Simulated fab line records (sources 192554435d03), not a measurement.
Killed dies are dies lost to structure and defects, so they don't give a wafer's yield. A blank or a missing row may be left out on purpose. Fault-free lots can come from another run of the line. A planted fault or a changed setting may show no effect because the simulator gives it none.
fab line records	flow n5_finfet	part 1 of 2: steps 1 to 20 of 27
record: lots: 5	wafers: 15	last_day: 16
route steps=1938 shown BEOL_M1@774
lots untouched by any fault: they come from a run of this same line in which no faults occurred
start_h: start of the lot's first displayed wafer, in hours after the record's first day	wait_h: how many hours have passed since the lot's step before this one	" same as the row above	L1.1+2: several wafers, shown together as one row	- no value present, or no start provided	* or withheld: withheld	< > ~ a bound
route shown NAME@n: NAME is a module with steps in the file, n the number in the route of the first one	usual: mean and standard deviation over wafers with no fault	same: alike in all rows	chamber/n: place in a boat	sites: readings site by site	_std_site: standard deviation of those values	_edge_site: inner sites' mean taken away from outer sites' mean	radius_mm: how far each site lies from the wafer's centre	mask NAME#n: copy n	behind: the most recent tool/chamber to have shaped the wafer	hold: what put the lot on hold/how long, in hours/how the hold closed	device: the n, p or np transistor that did not switch	end of line: the tests these same wafers got at the end of their route	for a step that has no rows: nothing shown but its recipe	killed: the dies lost at the first sort to structure and to defects; this is not the yield of the wafer	map: per-die view of a wafer (x killed, . not killed, _ where there is no die)
set.NAME: the run value of the setting; set.NAME@STEP: its run value at that earlier step	model.NAME: the simulator's own value behind a step, which no gauge read
lots at some steps of the route; a table a step, a row a wafer
services: a tool's chamber out of use, with start hour (start_h, from the record's first day; less than 0 if before it), hours out, and reason
== steps ==
step: N5_BEOL_M1_HM_OPEN_17
recipe: chemistry: Cl2/BCl3	target_depth_a: 200	overetch_a: 60	target: TiN	mask_material: SOC	ion_energy_ev: 150	pressure_mtorr: 10	icp_w: 1000	bias_w: 126	Cl2_flow_sccm: 53.25	bcl3_flow_sccm: 21.75	Ar_flow_sccm: 25
usual: drypump_motor_current_A: 5.8/0.41	mfc_cl2_sccm: 53.28/0.17	oes_product_au: 0.68/0.079	rf_fwd_power_W: 992/4.1	throttle_valve_pct: 21.97/0.18
lot.wafer	tool	chamber	start_h	wait_h	drypump_motor_current_A	mfc_cl2_sccm	oes_product_au	rf_fwd_power_W	rf_hours_counter_h	throttle_valve_pct
L074.1	rie_metal-03	0	126.07	0.0	5.3	53.63	0.76	998	13	21.84
L074.4	"	0	"	"	5.3	53.21	0.76	993	-	21.85
L074.6	"	0	"	"	5.3	53.42	0.77	994	-	21.83
L084.1	rie_metal-02	0	180.20	0.0	6.6	53.51	0.72	991	23	21.78
L084.4	"	1	"	"	5.8	53.61	0.73	997	-	21.95
L084.6	"	1	"	"	5.8	53.52	0.73	994	-	21.98
L085.1	rie_metal-01	1	188.70	0.0	5.6	53.32	0.80	992	1	21.93
L085.2	"	0	"	"	5.9	53.07	0.64	989	52	21.93
L085.5	"	0	"	"	5.8	53.09	0.64	989	-	21.93
L091.1	rie_metal-03	1	221.60	0.0	5.6	52.93	0.55	996	118	22.37
L091.5	"	1	"	"	5.6	53.00	0.55	998	-	22.38
L091.6	"	0	"	"	5.3	53.36	0.73	992	-	21.84
L092.1	rie_metal-02	1	250.48	0.0	5.8	53.49	0.69	995	22	22.01
L092.3	"	0	"	"	6.6	53.15	0.69	992	-	21.79
L092.4	"	1	"	"	5.8	53.53	0.71	992	-	22.00
step: N5_BEOL_M1_STRIP_19
recipe: chemistry: O2	power_w: 400	temp_c: 40	pressure_mtorr: 30	rf_frequency_hz: 6e+07	bias_power_w: 0	overash_fraction: 0.2	o2_flow_sccm: 225
usual: drypump_motor_current_A: 5.9/0.42	oes_product_au: 0.75/0.071	rf_vpp_V: 3.7/0.47	showerhead_plenum_p_Torr: 2.13/0.065	throttle_valve_pct: 16.81/0.23
lot.wafer	tool	chamber	start_h	wait_h	drypump_motor_current_A	oes_product_au	rf_hours_counter_h	rf_vpp_V	showerhead_plenum_p_Torr	throttle_valve_pct
L074.1	rie_diel-02	3	126.22	0.1	5.7	0.71	192	3.7	2.09	17.18
L074.4	"	0	"	"	6.0	0.69	226	3.0	2.18	17.03
L074.6	"	0	"	"	6.0	0.70	-	4.0	2.18	17.01
L084.1	rie_diel-02	3	180.31	0.1	5.8	0.69	209	3.6	2.09	17.20
L084.4	"	1	"	"	5.7	0.72	191	4.5	2.02	17.08
L084.6	"	2	"	"	6.0	0.75	-	3.3	2.18	16.80
L085.1	rie_diel-01	2	188.81	0.1	5.4	0.85	66	3.4	2.12	16.83
L085.2	"	0	"	"	5.1	0.74	177	3.7	2.21	16.78
L085.5	"	3	"	"	6.3	0.67	-	3.3	2.04	16.68
L091.1	rie_diel-03	1	221.84	0.2	5.7	0.73	182	3.4	2.09	17.05
L091.5	"	2	"	"	6.4	0.73	-	4.8	2.10	16.72
L091.6	"	3	"	"	6.6	0.88	-	3.3	2.23	16.51
L092.1	rie_diel-01	2	250.65	0.1	5.4	0.82	91	4.1	2.11	16.87
L092.3	"	1	"	"	5.6	0.93	15	3.3	2.08	16.36
L092.4	"	1	"	"	5.6	0.93	-	4.9	2.08	16.34
step: N5_BEOL_M1_CD_MEAS_18
recipe: pitch_nm: 36	target_cd_nm: 18
usual: cd_nm: 17.7/0.46
lot.wafer	tool	chamber	start_h	wait_h	cd_nm
L074.1	cd_sem-01	-	126.29	0.0	18.5
L074.4	"	-	"	"	17.6
L074.6	"	-	"	"	18.1
L084.1	cd_sem-03	-	180.38	0.0	18.5
L084.4	"	-	"	"	18.5
L084.6	"	-	"	"	17.2
L085.1	cd_sem-01	-	188.88	0.0	18.3
L085.2	"	-	"	"	17.0
L085.5	"	-	"	"	18.1
L091.1	cd_sem-01	-	221.90	0.0	18.3
L091.5	"	-	"	"	17.8
L091.6	"	-	"	"	18.5
L092.1	cd_sem-02	-	250.72	0.0	18.4
L092.3	"	-	"	"	18.5
L092.4	"	-	"	"	17.2
step: N5_BEOL_M1_COAT_67
recipe: resist: SOC	temp_c: 250	time_s: 60	spin_rpm: 1500	resist_thk_nm: 60
lot.wafer	tool	chamber	start_h	wait_h
L074.1+4+6	litho_track-01	0	126.33	0.0
L084.1+4+6	litho_track-01	0	180.41	0.0
L085.1+2+5	litho_track-03	0	188.91	0.0
L091.1+5+6	litho_track-02	0	221.94	0.0
L092.1+3+4	litho_track-03	0	250.76	0.0
step: N5_BEOL_M1_COAT_68
recipe: resist: SiARC	temp_c: 220	time_s: 60	spin_rpm: 1500	resist_thk_nm: 12
lot.wafer	tool	chamber	start_h	wait_h
L074.1+4+6	litho_track-01	0	-	-
L084.1+4+6	litho_track-01	0	-	-
L085.1+2+5	litho_track-03	0	-	-
L091.1+5+6	litho_track-02	0	-	-
L092.1+3+4	litho_track-03	0	-	-
step: N5_BEOL_M1_COAT_76
recipe: resist: underlayer	temp_c: 205	time_s: 60	spin_rpm: 1500	resist_thk_nm: 5
lot.wafer	tool	chamber	start_h	wait_h
L074.1+4+6	litho_track-01	0	-	-
L084.1+4+6	litho_track-01	0	-	-
L085.1+2+5	litho_track-03	0	-	-
L091.1+5+6	litho_track-02	0	-	-
L092.1+3+4	litho_track-03	0	-	-
step: N5_BEOL_M1_COAT_22
recipe: resist: CAR-EUV	spin_rpm: 1500	resist_thk_nm: 30
lot.wafer	tool	chamber	start_h	wait_h
L074.1+4+6	litho_track-01	0	-	-
L084.1+4+6	litho_track-01	0	-	-
L085.1+2+5	litho_track-03	0	-	-
L091.1+5+6	litho_track-02	0	-	-
L092.1+3+4	litho_track-03	0	-	-
step: N5_BEOL_M1_EBR_24
recipe: solvent: PGMEA	ebr_width_mm: 1.5
lot.wafer	tool	chamber	start_h	wait_h
L074.1+4+6	litho_track-01	0	-	-
L084.1+4+6	litho_track-01	0	-	-
L085.1+2+5	litho_track-03	0	-	-
L091.1+5+6	litho_track-02	0	-	-
L092.1+3+4	litho_track-03	0	-	-
step: N5_BEOL_M1_SOFTBAKE_23
recipe: temp_c: 110	time_s: 60	resist: CAR-EUV
lot.wafer	tool	chamber	start_h	wait_h
L074.1+4+6	litho_track-01	0	-	-
L084.1+4+6	litho_track-01	0	-	-
L085.1+2+5	litho_track-03	0	-	-
L091.1+5+6	litho_track-02	0	-	-
L092.1+3+4	litho_track-03	0	-	-
step: N5_BEOL_M1_EXPOSE_25
recipe: mask_id: V0	na: 0.33	source_shape: quasar	sigma_inner: 0.2	sigma_outer: 0.8	polarization: unpolarized	defocus_nm: 5	target_cd_nm: 24	dose_mj: 63
same: na: 0.33
lot.wafer	tool	chamber	start_h	wait_h	mask
L074.1+4+6	euv_scanner-01	0	126.46	-	V0#0
L084.1+4+6	euv_scanner-02	0	180.67	-	V0#0
L085.1+2+5	euv_scanner-02	0	189.05	-	V0#0
L091.1+5+6	euv_scanner-01	0	222.08	-	V0#0
L092.1+3+4	euv_scanner-02	0	250.90	-	V0#0
step: N5_BEOL_M1_PEB_26
recipe: peb_temp_c: 100	peb_time_s: 60	resist: CAR-EUV
lot.wafer	tool	chamber	start_h	wait_h
L074.1+4+6	litho_track-02	0	126.54	0.1
L084.1+4+6	litho_track-01	0	180.75	0.1
L085.1+2+5	litho_track-02	0	189.13	0.1
L091.1+5+6	litho_track-01	0	222.16	0.1
L092.1+3+4	litho_track-03	0	250.98	0.1
step: N5_BEOL_M1_DEVELOP_27
recipe: develop_time_s: 30	developer: TMAH	resist: CAR-EUV	rinse_liquid: surfactant_rinse	dry: air_spin	dev_temp_c: 23
usual: developer_temp_C: 22.98/0.1
lot.wafer	tool	chamber	start_h	wait_h	developer_temp_C
L074.1	litho_track-02	0	-	-	22.93
L074.4	"	0	"	"	23.13
L074.6	"	0	"	"	23.04
L084.1	litho_track-01	0	-	-	23.02
L084.4	"	0	"	"	23.12
L084.6	"	0	"	"	23.11
L085.1	litho_track-02	0	-	-	23.11
L085.2	"	0	"	"	22.96
L085.5	"	0	"	"	22.85
L091.1	litho_track-01	0	-	-	22.97
L091.5	"	0	"	"	22.97
L091.6	"	0	"	"	22.99
L092.1	litho_track-03	0	-	-	22.99
L092.3	"	0	"	"	22.88
L092.4	"	0	"	"	22.80
step: N5_BEOL_M1_CD_MEAS_28
recipe: landing_energy_ev: 500	detector: se_inlens	target_cd_y_nm: 23.3
usual: cd_nm: 23.95/0.24
lot.wafer	tool	chamber	start_h	wait_h	cd_nm
L074.1	cd_sem-03	0	126.61	-	23.74
L074.4	"	0	"	"	23.84
L074.6	"	0	"	"	23.74
L084.1	cd_sem-03	0	180.82	-	24.45
L084.4	"	0	"	"	23.71
L084.6	"	0	"	"	24.38
L085.1	cd_sem-03	0	189.19	-	23.85
L085.2	"	0	"	"	24.20
L085.5	"	0	"	"	23.68
L091.1	cd_sem-03	0	222.22	-	23.88
L091.5	"	0	"	"	24.33
L091.6	"	0	"	"	23.80
L092.1	cd_sem-02	0	251.04	-	23.51
L092.3	"	0	"	"	23.75
L092.4	"	0	"	"	23.93
step: N5_BEOL_M1_OVL_MEAS_29
recipe: points_per_wafer: 522
usual: V0_OVL: -0.2/0.74
same: points_per_wafer: 522
lot.wafer	tool	chamber	start_h	wait_h	V0_OVL[nm]
L074.1	overlay-01	0	126.64	0.0	-0.1
L074.4	"	0	"	"	1.1
L074.6	"	0	"	"	0.9
L084.1	overlay-02	0	180.85	0.0	0.6
L084.4	"	0	"	"	-0.4
L084.6	"	0	"	"	0.4
L085.1	overlay-01	0	189.23	0.0	-0.2
L085.2	"	0	"	"	-0.4
L085.5	"	0	"	"	0.8
L091.1	overlay-02	0	222.25	0.0	0.1
L091.5	"	0	"	"	0.3
L091.6	"	0	"	"	0.0
L092.1	overlay-01	0	251.07	0.0	1.2
L092.3	"	0	"	"	0.9
L092.4	"	0	"	"	-0.2
step: N5_BEOL_M1_INSPECT_30
recipe: mode: adi	inspect_instrument: brightfield
usual: raw_defect_count: 410/110
lot.wafer	tool	chamber	start_h	wait_h	raw_defect_count
L074.1	defect_inspect-01	-	126.70	0.1	376
L074.4	"	-	"	"	372
L074.6	"	-	"	"	484
L084.1	defect_inspect-01	-	180.91	0.1	406
L084.4	"	-	"	"	491
L084.6	"	-	"	"	468
L085.1	defect_inspect-02	-	189.28	0.1	434
L085.2	"	-	"	"	415
L085.5	"	-	"	"	391
L091.1	defect_inspect-01	-	222.31	0.1	426
L091.5	"	-	"	"	495
L091.6	"	-	"	"	463
L092.1	defect_inspect-02	-	251.13	0.1	290
L092.3	"	-	"	"	287
L092.4	"	-	"	"	233
step: N5_BEOL_M1_DESCUM_33
recipe: chemistry: O2	time_s: 7	source_power_w: 50	bias_power_w: 20	pressure_mtorr: 20	rf_frequency_hz: 2.712e+07	temp_c: 40	resist: CAR-EUV	o2_flow_sccm: 225
usual: drypump_motor_current_A: 5.9/0.41	oes_product_au: 0.76/0.078	rf_fwd_power_W: 49.43/0.24	rf_vpp_V: 243.4/1.4	showerhead_plenum_p_Torr: 2.12/0.067	throttle_valve_pct: 20.59/0.25
lot.wafer	tool	chamber	start_h	wait_h	drypump_motor_current_A	oes_product_au	rf_fwd_power_W	rf_hours_counter_h	rf_vpp_V	showerhead_plenum_p_Torr	throttle_valve_pct
L074.1	rie_diel-01	2	126.73	0.0	5.4	0.88	49.16	46	245.4	2.13	20.60
L074.4	"	0	"	"	5.1	0.74	49.66	161	246.4	2.21	20.50
L074.6	"	2	"	"	5.4	0.87	49.03	-	243.9	2.13	20.59
L084.1	rie_diel-02	3	180.94	0.0	5.7	0.69	49.70	209	241.7	2.08	21.02
L084.4	"	1	"	"	5.7	0.71	49.45	191	241.1	2.02	20.83
L084.6	"	2	"	"	6.0	0.75	49.31	-	244.1	2.18	20.60
L085.1	rie_diel-01	0	189.32	0.0	5.1	0.74	49.45	177	244.4	2.20	20.55
L085.2	"	3	"	"	6.4	0.67	49.37	246	241.2	2.03	20.38
L085.5	"	2	"	"	5.4	0.85	49.04	-	244.2	2.12	20.64
L091.1	rie_diel-03	2	222.35	0.0	6.4	0.73	48.97	178	242.2	2.09	20.49
L091.5	"	0	"	"	6.1	0.74	49.38	-	244.0	2.18	20.31
L091.6	"	3	"	"	6.6	0.89	49.54	-	245.1	2.23	20.27
L092.1	rie_diel-02	1	251.17	0.0	5.7	0.70	49.52	214	241.1	2.01	20.87
L092.3	"	0	"	"	5.9	0.94	49.46	10	244.8	2.17	20.30
L092.4	"	3	"	"	5.7	0.68	49.77	232	242.8	2.07	21.06
step: N5_BEOL_M1_ETCH_77
recipe: chemistry: N2/H2	target: underlayer	target_depth_a: 65	mask_material: CAR-EUV	time_s: 5.2	ion_energy_ev: 200	pressure_mtorr: 30	source_w: 840	bias_w: 150	n2_flow_sccm: 200	h2_flow_sccm: 200	ends: cleared
usual: drypump_motor_current_A: 5.9/0.41	etch_rf_on_time_s: 5.22/0.2	oes_product_au: 0.65/0.068	rf_fwd_power_W: 818.7/2.7	rf_vpp_V: 524.4/2.6	showerhead_plenum_p_Torr: 2.56/0.085	throttle_valve_pct: 17.99/0.29
lot.wafer	tool	chamber	start_h	wait_h	drypump_motor_current_A	etch_rf_on_time_s	oes_product_au	rf_fwd_power_W	rf_hours_counter_h	rf_vpp_V	showerhead_plenum_p_Torr	throttle_valve_pct
L074.1	rie_diel-01	2	126.77	0.0	5.5	4.99	0.77	816.0	46	522.6	2.60	18.30
L074.4	"	0	"	"	5.1	5.05	0.64	816.9	161	526.4	2.65	17.83
L074.6	"	2	"	"	5.4	5.04	0.76	823.9	-	525.9	2.60	18.30
L084.1	rie_diel-02	3	180.98	0.0	5.8	5.06	0.60	818.2	209	522.2	2.51	18.42
L084.4	"	1	"	"	5.7	5.35	0.61	815.0	191	518.6	2.41	18.14
L084.6	"	2	"	"	6.0	5.15	0.63	815.4	-	524.7	2.65	18.17
L085.1	rie_diel-01	0	189.35	0.0	5.1	5.03	0.64	817.8	177	527.0	2.64	17.83
L085.2	"	3	"	"	6.4	5.40	0.57	817.8	246	523.3	2.50	17.89
L085.5	"	2	"	"	5.5	5.01	0.74	819.2	-	525.1	2.59	18.32
L091.1	rie_diel-03	2	222.38	0.0	6.4	5.17	0.62	815.1	178	524.0	2.51	17.69
L091.5	"	0	"	"	6.1	5.56	0.62	820.3	-	524.2	2.63	17.57
L091.6	"	3	"	"	6.6	5.46	0.74	815.0	-	529.5	2.69	17.62
L092.1	rie_diel-02	1	251.20	0.0	5.7	5.34	0.58	817.0	214	521.2	2.40	18.19
L092.3	"	0	"	"	5.9	4.87	0.81	819.4	10	525.0	2.62	17.68
L092.4	"	3	"	"	5.8	5.03	0.58	820.4	232	524.7	2.50	18.46
step: N5_BEOL_M1_ETCH_69
recipe: chemistry: CF4	target: SiARC	target_depth_a: 156	mask_material: CAR-EUV	time_s: 26	ion_energy_ev: 80	pressure_mtorr: 40	source_w: 545	bias_w: 36	Ar_flow_sccm: 100	cf4_flow_sccm: 100	ends: cleared
usual: drypump_motor_current_A: 5.9/0.41	etch_rf_on_time_s: 26.1/0.89	oes_product_au: 0.65/0.067	rf_fwd_power_W: 532.3/2.3	rf_vpp_V: 184.1/1.1	showerhead_plenum_p_Torr: 2.16/0.062	throttle_valve_pct: 15.69/0.25
lot.wafer	tool	chamber	start_h	wait_h	drypump_motor_current_A	etch_rf_on_time_s	oes_product_au	rf_fwd_power_W	rf_hours_counter_h	rf_vpp_V	showerhead_plenum_p_Torr	throttle_valve_pct
L074.1	rie_diel-01	2	126.78	0.0	5.4	25.2	0.76	531.5	46	184.0	2.16	15.67
L074.4	"	0	"	"	5.1	25.0	0.65	531.7	161	183.7	2.23	15.59
L074.6	"	2	"	"	5.4	25.1	0.77	532.4	-	184.6	2.16	15.67
L084.1	rie_diel-02	3	180.99	0.0	5.7	25.7	0.59	537.7	209	183.0	2.11	16.01
L084.4	"	1	"	"	5.7	26.4	0.61	529.7	191	184.7	2.07	16.02
L084.6	"	2	"	"	6.0	25.4	0.64	530.8	-	185.4	2.23	15.76
L085.1	rie_diel-01	0	189.37	0.0	5.1	24.7	0.64	528.2	177	184.2	2.23	15.63
L085.2	"	3	"	"	6.3	26.9	0.58	529.8	246	184.6	2.10	15.75
L085.5	"	2	"	"	5.4	25.1	0.74	531.6	-	184.0	2.16	15.70
L091.1	rie_diel-03	2	222.40	0.0	6.4	25.7	0.63	532.3	178	185.1	2.14	15.69
L091.5	"	0	"	"	6.1	27.2	0.62	535.6	-	184.3	2.21	15.54
L091.6	"	3	"	"	6.6	27.6	0.73	533.7	-	185.6	2.26	15.37
L092.1	rie_diel-02	1	251.22	0.0	5.7	26.5	0.60	530.7	214	181.7	2.06	16.07
L092.3	"	0	"	"	5.9	24.4	0.82	533.1	10	184.5	2.16	15.18
L092.4	"	3	"	"	5.8	24.9	0.59	535.7	232	184.4	2.10	16.05
step: N5_BEOL_M1_ALD_98
recipe: material: SiO2	target_thk_a: 25	temp_c: 100	ald_precursor_family: BDEAS	ald_co_reactant: O2-plasma	pulse_time_s: 1	co_reactant_pulse_time_s: 1	purge_time_s: 2	co_reactant_purge_time_s: 2	ald_cycles: 17	pressure_torr: 2
usual: heater_power_w: 76/10	precursor_pulse_height_rel: 1.004/0.019	susceptor_temp_C: 100.01/0.13
lot.wafer	tool	chamber	start_h	wait_h	heater_power_w	precursor_pulse_height_rel	susceptor_temp_C
L074.1	ald_sin-01	3	126.86	0.1	80	1.014	100.19
L074.4	"	1	"	"	73	1.012	100.15
L074.6	"	1	"	"	72	1.000	99.99
L084.1	ald_sin-04	2	181.14	0.1	78	1.029	99.84
L084.4	"	1	"	"	68	1.032	100.04
L084.6	"	2	"	"	78	0.991	99.90
L085.1	ald_sin-02	1	189.51	0.1	108	0.988	100.11
L085.2	"	3	"	"	78	1.055	99.97
L085.5	"	2	"	"	75	1.026	100.16
L091.1	ald_sin-01	2	222.48	0.1	74	1.023	99.93
L091.5	"	0	"	"	70	0.981	100.16
L091.6	"	1	"	"	73	1.002	100.30
L092.1	ald_sin-01	3	251.30	0.1	78	0.981	99.79
L092.3	"	1	"	"	74	1.024	100.07
L092.4	"	2	"	"	73	1.006	99.93
step: N5_BEOL_M1_ETCHBACK_99
recipe: chemistry: CHF3	target: SiO2	target_depth_a: 50	time_s: 10.4	source_w: 215	bias_w: 47	Ar_flow_sccm: 200	CHF3_flow_sccm: 12	ion_energy_ev: 100	pressure_mtorr: 30
usual: drypump_motor_current_A: 5.8/0.41	oes_product_au: 0.77/0.087	rf_fwd_power_W: 212.6/0.87	rf_vpp_V: 238/8.5	showerhead_plenum_p_Torr: 2.17/0.065	throttle_valve_pct: 17.10/0.24
lot.wafer	tool	chamber	start_h	wait_h	drypump_motor_current_A	oes_product_au	rf_fwd_power_W	rf_hours_counter_h	rf_vpp_V	showerhead_plenum_p_Torr	throttle_valve_pct
L074.1	rie_diel-03	2	130.92	4.0	6.4	0.75	210.8	152	244	2.15	17.01
L074.4	"	3	"	"	6.6	0.92	213.4	19	243	2.29	16.83
L074.6	"	1	"	"	5.7	0.73	211.4	-	237	2.13	17.27
L084.1	rie_diel-01	3	183.64	2.5	6.3	0.67	212.9	244	239	2.11	17.14
L084.4	"	0	"	"	5.1	0.74	211.6	175	234	2.24	17.04
L084.6	"	2	"	"	5.4	0.87	212.4	-	246	2.17	17.16
L085.1	rie_diel-02	0	194.00	4.4	6.0	0.70	212.4	248	251	2.18	17.19
L085.2	"	3	"	"	5.7	0.70	213.0	214	251	2.12	17.49
L085.5	"	2	"	"	6.0	0.75	212.9	-	237	2.24	17.21
L091.1	rie_diel-02	1	223.73	1.2	5.7	0.69	212.4	205	227	2.06	17.42
L091.5	"	3	"	"	5.8	0.68	213.7	-	251	2.11	17.52
L091.6	"	2	"	"	6.0	0.73	213.0	-	239	2.23	17.23
L092.1	rie_diel-01	0	251.90	0.6	5.1	0.72	213.0	203	236	2.23	17.10
L092.3	"	1	"	"	5.7	0.93	213.5	16	224	2.10	16.55
L092.4	"	2	"	"	5.4	0.83	211.1	-	245	2.16	17.22
